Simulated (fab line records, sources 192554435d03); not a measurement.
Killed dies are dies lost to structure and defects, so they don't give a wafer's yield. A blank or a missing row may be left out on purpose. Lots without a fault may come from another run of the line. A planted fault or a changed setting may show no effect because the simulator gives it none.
fab line records | flow n5_finfet
record lots=11 wafers=29 last_day=18
route steps=1938 shown BEOL_M4@1091 BEOL_M5@1128 PASSIVATION@1936
lots that met no fault: from a run of the same line without faults
start_h: hours from the record's first day to the start of the lot's first wafer shown | wait_h: hours since the lot's step before | " the same as in the row above | L1.1+2: a row that stands for several wafers | - no value, or no start given | * or withheld: withheld | < > ~ a bound
route shown NAME@n: a module of which the file shows steps, and the number in the route of the first | usual: mean/standard deviation of fault-free wafers | same: alike in all rows | chamber/n: place in a boat | sites: the reading at each site | _std_site: their standard deviation | _edge_site: outer sites' mean less inner sites' | radius_mm: how far each site lies from the wafer's centre | mask NAME#n: copy n | behind: the tool/chamber that last shaped the wafer | hold: why the lot was held/for how many hours/how that ended | device: the transistor (n, p or np) that didn't switch | end of line: the same wafers' tests at the end of the route | a step without rows: its recipe alone | killed: dies lost to structure and defects at the first sort, not the wafer's yield | map: a wafer's dies, x killed, . not, _ none there
set.NAME: the setting as run; set.NAME@STEP: as run at that earlier step | model.NAME: the simulator's own value behind a step, which no gauge read
steps of the route over a sample of lots; a table a step, a row a wafer
services: from which hour (start_h, from the record's first day; less than 0 if before it) a tool's chamber was out of use, for how many hours, and why
## steps
# step N5_BEOL_M4_ANNEAL_87
# recipe temp_c=400 time_s=240 ambient=vacuum
# usual heater_power_w=901/67
# columns lot.wafer tool chamber start_h wait_h heater_power_w
L509.2 pvd_sputter-01 - 178.36 0.0 936
L509.5 " - " " 1016
L510.1 pvd_sputter-02 - 183.94 0.0 879
L510.6 " - " " 823
L512.1 pvd_sputter-03 - 195.80 0.0 926
L512.6 " - " " 851
L513.1 pvd_sputter-02 - 199.32 0.0 912
L513.6 " - " " 833
L515.3 pvd_sputter-02 - 217.07 0.0 866
L515.4 " - " " 860
L515.5 " - " " 827
L516.1 pvd_sputter-01 - 217.62 0.0 998
L516.5 " - " " 940
L516.6 " - " " 996
L521.1 pvd_sputter-02 - 243.06 0.0 818
L521.3 " - " " 873
L521.5 " - " " 824
L522.3 pvd_sputter-01 - 264.68 0.0 975
L522.4 " - " " 873
L522.5 " - " " 865
L529.1 pvd_sputter-02 - 290.07 0.0 837
L529.2 " - " " 872
L529.5 " - " " 821
L531.1 pvd_sputter-01 - 294.92 0.0 936
L531.2 " - " " 1006
L531.6 " - " " 1039
L532.1 pvd_sputter-03 - 316.33 0.0 916
L532.3 " - " " 986
L532.5 " - " " 920
# step N5_BEOL_M4_SPUTTER_88
# recipe material=Cu target_thk_a=45 temp_c=-20 chamber_pressure_pa=0.07 power_w=withheld time_s=8.29
# usual throttle_valve_pct=29.6/1
# columns lot.wafer tool chamber start_h wait_h throttle_valve_pct
L509.2 pvd_sputter-01 - 178.50 0.1 27.9
L509.5 " - " " 29.5
L510.1 pvd_sputter-02 - 184.08 0.1 28.9
L510.6 " - " " 29.5
L512.1 pvd_sputter-03 - 195.94 0.1 29.0
L512.6 " - " " 30.8
L513.1 pvd_sputter-02 - 199.46 0.1 30.5
L513.6 " - " " 28.9
L515.3 pvd_sputter-02 - 217.21 0.1 30.2
L515.4 " - " " 29.2
L515.5 " - " " 29.5
L516.1 pvd_sputter-01 - 217.76 0.1 30.7
L516.5 " - " " 27.4
L516.6 " - " " 29.5
L521.1 pvd_sputter-02 - 243.20 0.1 28.6
L521.3 " - " " 30.2
L521.5 " - " " 29.7
L522.3 pvd_sputter-01 - 264.82 0.1 30.9
L522.4 " - " " 31.1
L522.5 " - " " 31.4
L529.1 pvd_sputter-02 - 290.21 0.1 29.1
L529.2 " - " " 28.7
L529.5 " - " " 29.9
L531.1 pvd_sputter-01 - 295.06 0.1 27.4
L531.2 " - " " 30.8
L531.6 " - " " 29.5
L532.1 pvd_sputter-03 - 316.47 0.1 28.6
L532.3 " - " " 30.0
L532.5 " - " " 28.6
# step N5_BEOL_M4_SPUTTER_90
# recipe material=Cu target_thk_a=45 temp_c=-20 chamber_pressure_pa=0.07 power_w=withheld time_s=8.29
# usual throttle_valve_pct=29.6/1
# columns lot.wafer tool chamber start_h wait_h throttle_valve_pct
L509.2 pvd_sputter-01 - 178.72 0.1 27.7
L509.5 " - " " 29.2
L510.1 pvd_sputter-02 - 184.30 0.1 28.8
L510.6 " - " " 29.6
L512.1 pvd_sputter-03 - 196.16 0.1 28.6
L512.6 " - " " 30.9
L513.1 pvd_sputter-02 - 199.68 0.1 30.3
L513.6 " - " " 28.9
L515.3 pvd_sputter-02 - 217.43 0.1 30.3
L515.4 " - " " 29.0
L515.5 " - " " 29.8
L516.1 pvd_sputter-01 - 217.98 0.1 30.6
L516.5 " - " " 27.7
L516.6 " - " " 29.3
L521.1 pvd_sputter-02 - 243.42 0.1 29.0
L521.3 " - " " 30.6
L521.5 " - " " 29.7
L522.3 pvd_sputter-01 - 265.04 0.1 31.0
L522.4 " - " " 31.0
L522.5 " - " " 31.1
L529.1 pvd_sputter-02 - 290.43 0.1 29.0
L529.2 " - " " 28.6
L529.5 " - " " 29.5
L531.1 pvd_sputter-01 - 295.28 0.1 27.8
L531.2 " - " " 30.8
L531.6 " - " " 29.4
L532.1 pvd_sputter-03 - 316.69 0.1 28.3
L532.3 " - " " 30.0
L532.5 " - " " 28.6
# step N5_BEOL_M4_PRE_CLEAN_60
# recipe gas=NH3/H2 time_s=15 temp_c=* rf_power_w=300
# usual heater_power_w=79/12 rf_fwd_power_W=296.4/1.4
# columns lot.wafer tool chamber start_h wait_h heater_power_w rf_fwd_power_W
L509.2 cvd_co-01 0 180.20 0.0 70 294.6
L509.5 " 1 " " 69 296.4
L510.1 cvd_co-02 1 185.78 0.0 103 296.9
L510.6 " 0 " " 84 297.2
L512.1 cvd_co-01 2 197.64 0.0 74 298.9
L512.6 " 0 " " 69 294.7
L513.1 cvd_co-01 2 201.33 0.0 74 297.9
L513.6 " 0 " " 71 294.6
L515.3 cvd_co-02 2 218.91 0.0 76 296.5
L515.4 " 0 " " 83 296.7
L515.5 " 2 " " 74 294.1
L516.1 cvd_co-02 2 219.46 0.0 73 295.0
L516.5 " 2 " " 74 294.9
L516.6 " 1 " " 103 298.3
L521.1 cvd_co-01 2 244.93 0.1 74 296.9
L521.3 " 0 " " 69 293.5
L521.5 " 1 " " 71 295.2
L522.3 cvd_co-01 0 267.24 0.0 68 293.3
L522.4 " 1 " " 72 296.2
L522.5 " 0 " " 70 294.4
L529.1 cvd_co-02 2 291.92 0.0 74 295.4
L529.2 " 0 " " 84 296.8
L529.5 " 0 " " 84 296.0
L531.1 cvd_co-02 2 297.01 0.0 73 297.9
L531.2 " 0 " " 83 296.8
L531.6 " 1 " " 105 297.9
L532.1 cvd_co-02 2 318.18 0.0 75 295.8
L532.3 " 0 " " 83 295.8
L532.5 " 0 " " 85 295.3
# step N5_BEOL_M4_INSPECT_59
# recipe inspect_instrument=darkfield mode=post_dep
# usual raw_defect_count=67/22
# columns lot.wafer tool chamber start_h wait_h raw_defect_count
L509.2 defect_inspect-01 - 180.45 0.0 41
L509.5 " - " " 48
L510.1 defect_inspect-01 - 186.04 0.0 51
L510.6 " - " " 71
L512.1 defect_inspect-01 - 197.89 0.0 75
L512.6 " - " " 61
L513.1 defect_inspect-01 - 201.58 0.0 55
L513.6 " - " " 45
L515.3 defect_inspect-01 - 219.16 0.0 72
L515.4 " - " " 94
L515.5 " - " " 78
L516.1 defect_inspect-02 - 219.71 0.0 75
L516.5 " - " " 94
L516.6 " - " " 106
L521.1 defect_inspect-02 - 245.21 0.0 1165
L521.3 " - " " 1072
L521.5 " - " " 1144
L522.3 defect_inspect-01 - 267.49 0.0 1099
L522.4 " - " " 1130
L522.5 " - " " 1099
L529.1 defect_inspect-02 - 292.17 0.0 59
L529.2 " - " " 59
L529.5 " - " " 77
L531.1 defect_inspect-01 - 297.27 0.0 80
L531.2 " - " " 63
L531.6 " - " " 102
L532.1 defect_inspect-01 - 318.43 0.0 50
L532.3 " - " " 58
L532.5 " - " " 44
# step N5_BEOL_M4_RC_MEAS_101
# usual DIBL_N=35.3/2.5 DIBL_P=35/3.3 IOFF_N=0.15/0.049 IOFF_P=0.20/0.056 ION_N=673/16 ION_P=462/10 SS_N=71.2/0.85 SS_P=73.0/0.97 VT_N=252/4.9 VT_P=-251/5
# columns lot.wafer tool chamber start_h wait_h DIBL_N[mV/V] DIBL_P[mV/V] IOFF_N[nA/um] IOFF_P[nA/um] ION_N[uA/um] ION_P[uA/um] SS_N[mV/dec] SS_P[mV/dec] VT_N[mV] VT_P[mV]
L509.2 prober-02 0 180.63 0.2 34.2 33 0.13 0.19 673 461 70.8 72.6 251 -249
L509.5 " 0 " " 31.6 31 0.10 0.15 662 464 70.7 71.8 255 -252
L510.1 prober-02 0 186.07 0.0 37.3 39 0.19 0.21 691 466 72.6 73.9 248 -251
L510.6 " 0 " " 37.2 38 0.18 0.20 680 457 72.3 73.5 251 -256
L512.1 prober-01 0 197.92 0.0 38.6 41 0.24 0.30 708 481 72.3 75.0 242 -244
L512.6 " 0 " " 39.0 41 0.24 0.32 709 490 73.0 75.2 245 -243
L513.1 prober-02 0 201.60 0.0 35.9 37 0.16 0.24 684 478 72.1 73.5 250 -249
L513.6 " 0 " " 34.6 35 0.13 0.20 676 471 71.6 73.7 252 -249
L515.3 prober-01 0 219.50 0.3 33.9 34 0.13 0.19 668 462 70.8 72.4 252 -251
L515.4 " 0 " " 39.9 41 0.23 0.32 698 479 72.1 74.7 244 -244
L515.5 " 0 " " 42.3 44 0.33 0.39 712 481 73.3 75.4 240 -241
L516.1 prober-02 0 219.74 0.0 35.6 35 0.14 0.20 668 464 70.9 72.9 249 -250
L516.5 " 0 " " 35.7 36 0.16 0.22 683 473 71.1 72.1 247 -251
L516.6 " 0 " " 36.1 36 0.15 0.21 683 470 71.6 72.9 252 -248
L521.1 prober-02 0 245.24 0.0 32.9 32 0.09 0.14 649 452 71.6 72.4 257 -256
L521.3 " 0 " " 35.1 34 0.12 0.16 669 460 71.0 73.0 257 -256
L521.5 " 0 " " 36.9 37 0.15 0.19 671 461 71.4 73.3 255 -251
L522.3 prober-02 0 267.83 0.3 35.6 37 0.17 0.22 685 473 72.0 73.4 249 -248
L522.4 " 0 " " 36.5 38 0.19 0.23 698 475 71.4 73.2 247 -250
L522.5 " 0 " " 37.9 39 0.21 0.25 689 469 71.4 73.7 245 -244
L529.1 prober-02 0 292.19 0.0 33.8 33 0.11 0.15 667 458 70.2 71.5 254 -256
L529.2 " 0 " " 34.3 34 0.11 0.15 678 467 70.8 71.8 258 -253
L529.5 " 0 " " 33.3 32 0.11 0.14 684 468 69.6 71.5 256 -257
L531.1 prober-02 0 297.30 0.0 30.2 29 0.08 0.11 665 457 70.0 72.5 259 -258
L531.2 " 0 " " 31.0 30 0.09 0.11 646 447 70.0 72.4 257 -257
L531.6 " 0 " " 31.3 30 0.09 0.12 648 442 69.9 72.0 259 -259
L532.1 prober-02 0 318.45 0.0 32.9 31 0.09 0.13 648 451 71.3 72.7 257 -261
L532.3 " 0 " " 37.2 36 0.14 0.18 654 448 71.5 73.9 253 -254
L532.5 " 0 " " 37.3 35 0.14 0.17 656 445 72.3 73.9 256 -256
# step N5_BEOL_M5_INSPECT_13
# recipe mode=adi inspect_instrument=brightfield
# usual raw_defect_count=379/110
# columns lot.wafer tool chamber start_h wait_h raw_defect_count
L509.2 defect_inspect-02 - 182.83 0.0 310
L509.5 " - " " 360
L510.1 defect_inspect-02 - 189.61 0.1 253
L510.6 " - " " 281
L512.1 defect_inspect-01 - 201.19 0.1 416
L512.6 " - " " 796
L513.1 defect_inspect-01 - 206.05 0.1 415
L513.6 " - " " 401
L515.3 defect_inspect-01 - 221.79 0.0 456
L515.4 " - " " 396
L515.5 " - " " 460
L516.1 defect_inspect-02 - 221.99 0.1 448
L516.5 " - " " 364
L516.6 " - " " 422
L521.1 defect_inspect-02 - 249.93 0.1 1394
L521.3 " - " " 1379
L521.5 " - " " 1332
L522.3 defect_inspect-01 - 270.03 0.1 1268
L522.4 " - " " 1432
L522.5 " - " " 1479
L529.1 defect_inspect-01 - 296.56 0.1 391
L529.2 " - " " 328
L529.5 " - " " 436
L531.1 defect_inspect-02 - 300.03 0.1 343
L531.2 " - " " 420
L531.6 " - " " 419
L532.1 defect_inspect-01 - 320.89 0.1 256
L532.3 " - " " 284
L532.5 " - " " 294
# step N5_PASSIVATION_PROBE_49
# usual defect_limited_yield=91.3/1.4 killed_at_M0_to_M3=33/9.9 killed_at_M4_up=15/5.6 killed_at_contacts=13/5.7 killed_at_front_end=38/12 killed_at_other=4/3.1 killed_dies=103/17 killed_on_rim=13/4 killed_open=66/13 killed_short=32/7.8 sort_bin_4_leakage=0.02/0.16 sort_bin_5_function=5.1/0.95 sort_bin_6_memory=3.2/0.68 sort_n_pass=1077/17 sort_yield_pct=91.3/1.5
# same gross_dies=1180 killed_at_back_side=0 sort_bin_8_speed[%]=0
# columns lot.wafer tool chamber start_h wait_h defect_limited_yield[%] killed_at_M0_to_M3 killed_at_M4_up killed_at_contacts killed_at_front_end killed_at_other killed_dies killed_on_rim killed_open killed_short sort_bin_4_leakage[%] sort_bin_5_function[%] sort_bin_6_memory[%] sort_n_pass sort_yield_pct[%]
L521.1 prober-01 - 356.39 0.0 82.4 35 103 18 47 5 208 31 64 44 0 10.1 3.5 972 82.4
L521.3 prober-01 - 356.49 0.1 85.8 36 73 18 34 6 167 26 59 43 0 7.1 4.2 1013 85.8
L521.5 prober-01 - 356.59 0.2 90.1 28 44 15 23 7 117 27 57 18 0 5.6 3.2 1063 90.1
L522.3 prober-02 - 371.69 0.1 85.4 25 71 22 53 1 172 34 79 26 0 8.2 4.2 1008 85.4
L522.4 prober-02 - 371.74 0.2 87.0 41 52 10 50 0 153 37 73 39 0 7.9 3.4 1027 87.0
L522.5 prober-02 - 371.79 0.2 86.2 23 70 21 47 2 163 35 70 32 0 7.6 3.4 1017 86.2
L529.1 prober-02 - 399.95 0.0 92.8 14 11 5 50 5 85 5 42 31 0 3.6 2.9 1095 92.8
L529.2 prober-02 - 400.00 0.1 90.4 37 18 16 38 4 113 12 62 46 0 5.4 3.9 1067 90.4
L529.5 prober-02 - 400.15 0.2 91.9 25 13 18 33 6 95 12 61 30 0 4.7 3.0 1085 91.9
L531.1 prober-02 - 406.15 0.0 92.5 32 9 12 33 2 88 12 50 37 0 4.7 2.3 1092 92.5
L531.2 prober-02 - 406.20 0.1 91.9 29 12 5 49 0 95 10 52 36 0 4.4 2.9 1085 91.9
L531.6 prober-02 - 406.40 0.3 93.3 42 5 10 20 2 79 12 47 29 0 3.6 2.8 1101 93.3
L532.1 prober-02 - 432.52 0.0 93.1 15 18 10 38 0 81 9 52 22 0 4.7 1.9 1099 93.1
L532.3 prober-02 - 432.62 0.1 91.5 38 15 7 37 3 100 11 61 34 0 5.3 2.9 1080 91.5
L532.5 prober-02 - 432.72 0.2 90.1 26 17 18 53 3 117 15 67 44 0 6.0 3.7 1063 90.1
# killed by level:class
L521.1 BEOL_M4:unspecified=89 FIN_SAQP:geometric_particle:short=15 MOL_CONTACT_COAG:geometric_particle:open=14 BEOL_M0_SAQP:geometric_particle:short=8 FIN_SAQP:geometric_particle:open=7 BEOL_M2:geometric_particle:open=6 BEOL_M4:geometric_particle:open=6 BEOL_M0:geometric_particle:open=5
L521.3 BEOL_M4:unspecified=65 MOL_CONTACT_COAG:geometric_particle:open=11 GATE_CUT:geometric_particle:short=9 BEOL_M0_SAQP:geometric_particle:short=8 FIN_SAQP:geometric_particle:open=7 MOL_CONTACT_COAG:geometric_particle:short=7 BEOL_M1:geometric_particle:open=7 BEOL_M0_SAQP:geometric_particle:open=6
L521.5 BEOL_M4:unspecified=37 MOL_CONTACT_COAG:geometric_particle:open=13 BEOL_M0:geometric_particle:open=7 BEOL_M1:geometric_particle:open=6 BEOL_M2:geometric_particle:open=5 FIN_SAQP:geometric_particle:open=4 DUMMY_GATE:geometric_particle:open=4 GATE_CUT:geometric_particle:short=4
L522.3 BEOL_M4:unspecified=65 FIN_SAQP:geometric_particle:open=16 STI_FIN_REVEAL:geometric_particle:open=16 MOL_CONTACT_COAG:geometric_particle:open=16 BEOL_M0_SAQP:geometric_particle:short=7 BEOL_M2:geometric_particle:open=6 MOL_CONTACT_COAG:geometric_particle:short=5 BEOL_M0_SAQP:geometric_particle:open=4
L522.4 BEOL_M4:unspecified=40 BEOL_M1:geometric_particle:open=14 BEOL_M0_SAQP:geometric_particle:short=12 MOL_CONTACT_COAG:geometric_particle:open=9 FIN_SAQP:geometric_particle:open=7 STI_FIN_REVEAL:geometric_particle:open=7 GATE_CUT:geometric_particle:short=7 ILD0:geometric_particle:open=6
L522.5 BEOL_M4:unspecified=59 STI_FIN_REVEAL:geometric_particle:open=15 MOL_CONTACT_COAG:geometric_particle:open=15 FIN_SAQP:geometric_particle:open=9 BEOL_M0_SAQP:geometric_particle:open=8 FIN_SAQP:geometric_particle:short=7 BEOL_M0_SAQP:geometric_particle:short=7 STARTING-WAFER:geometric_particle:short=6
L529.1 FIN_SAQP:geometric_particle:open=12 FIN_SAQP:geometric_particle:short=10 HKMG_FIN:area_etch=8 BEOL_M3:geometric_particle:open=6 MOL_CONTACT_COAG:geometric_particle:open=4 BEOL_M0_SAQP:geometric_particle:short=4 STARTING-WAFER:geometric_particle:short=4 DUMMY_GATE:geometric_particle:short=3
L529.2 MOL_CONTACT_COAG:geometric_particle:open=13 FIN_SAQP:geometric_particle:short=9 BEOL_M0_SAQP:geometric_particle:short=9 FIN_SAQP:geometric_particle:open=8 BEOL_M3:geometric_particle:open=8 GATE_CUT:geometric_particle:short=6 BEOL_M4:geometric_particle:open=6 BEOL_M0:geometric_particle:open=5
L529.5 MOL_CONTACT_COAG:geometric_particle:open=17 FIN_SAQP:geometric_particle:open=11 BEOL_M3:geometric_particle:open=9 GATE_CUT:geometric_particle:short=6 BEOL_M0_SAQP:geometric_particle:short=6 BEOL_M5:geometric_particle:open=6 FIN_SAQP:geometric_particle:short=5 STARTING-WAFER:geometric_particle:open=3
L531.1 FIN_SAQP:geometric_particle:short=9 BEOL_M2:geometric_particle:open=9 MOL_CONTACT_COAG:geometric_particle:open=8 GATE_CUT:geometric_particle:short=7 BEOL_M0_SAQP:geometric_particle:short=6 BEOL_M3:geometric_particle:open=5 STI_FIN_REVEAL:geometric_particle:open=4 MOL_CONTACT_COAG:geometric_particle:short=4
L531.2 FIN_SAQP:geometric_particle:short=15 FIN_SAQP:geometric_particle:open=10 BEOL_M0_SAQP:geometric_particle:short=8 BEOL_M3:geometric_particle:open=8 STI_FIN_REVEAL:geometric_particle:open=6 BEOL_M0_SAQP:geometric_particle:open=5 BEOL_M4:geometric_particle:open=5 MOL_CONTACT_COAG:geometric_particle:open=4
L531.6 BEOL_M0_SAQP:geometric_particle:short=13 MOL_CONTACT_COAG:geometric_particle:open=9 BEOL_M3:geometric_particle:open=8 BEOL_M0_SAQP:geometric_particle:open=8 BEOL_M1:geometric_particle:open=5 FIN_SAQP:geometric_particle:open=3 GATE_CUT:geometric_particle:short=3 BEOL_M2:geometric_particle:open=3
L532.1 FIN_SAQP:geometric_particle:open=12 BEOL_M0_SAQP:geometric_particle:open=7 BEOL_M4:geometric_particle:open=7 MOL_CONTACT_COAG:geometric_particle:open=6 BEOL_M5:geometric_particle:open=6 FIN_SAQP:geometric_particle:short=5 STI_FIN_REVEAL:geometric_particle:open=5 DUMMY_GATE:geometric_particle:open=5
L532.3 BEOL_M0_SAQP:geometric_particle:open=12 BEOL_M0_SAQP:geometric_particle:short=9 FIN_SAQP:geometric_particle:short=8 STI_FIN_REVEAL:geometric_particle:open=7 MOL_CONTACT_COAG:geometric_particle:open=7 DUMMY_GATE:geometric_particle:open=6 BEOL_M1:geometric_particle:open=6 FIN_SAQP:geometric_particle:open=5
L532.5 FIN_SAQP:geometric_particle:open=15 FIN_SAQP:geometric_particle:short=11 MOL_CONTACT_COAG:geometric_particle:open=10 STI_FIN_REVEAL:geometric_particle:open=8 BEOL_M0:geometric_particle:open=8 MOL_CONTACT_COAG:geometric_particle:short=7 BEOL_M4:geometric_particle:short=6 STARTING-WAFER:geometric_particle:short=6
## services
# columns tool chamber start_h hours kind
pvd_sputter-02 - 157.03 4.8 repair
pvd_sputter-03 - 216.20 4.0 repair
## key
first_sign step=N5_BEOL_M4_INSPECT_59 reading=raw_defect_count direction=up sigmas=47 usual=67 struck=1118
effect step=N5_BEOL_M5_INSPECT_13 reading=raw_defect_count direction=up sigmas=9.4 usual=379 struck=1381
effect step=N5_PASSIVATION_PROBE_49 reading=killed_at_M4_up direction=up sigmas=9.7 usual=15 struck=69
more_kills_born_at N5_BEOL_M4_PRE_CLEAN_60@cvd_co-01=355
met_at N5_BEOL_M4_PRE_CLEAN_60
struck_lots L521,L522
not_acting_at N5_BEOL_M4_ANNEAL_87,N5_BEOL_M4_SPUTTER_88,N5_BEOL_M4_SPUTTER_90
onset_between 201.33 244.93
fault kind=chamber_particle_source tool=cvd_co-01 chamber=- onset_h=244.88 steps=N5_BEOL_M4_PRE_CLEAN_60 rate_per_visit_cm2=1.6398 end_h=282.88
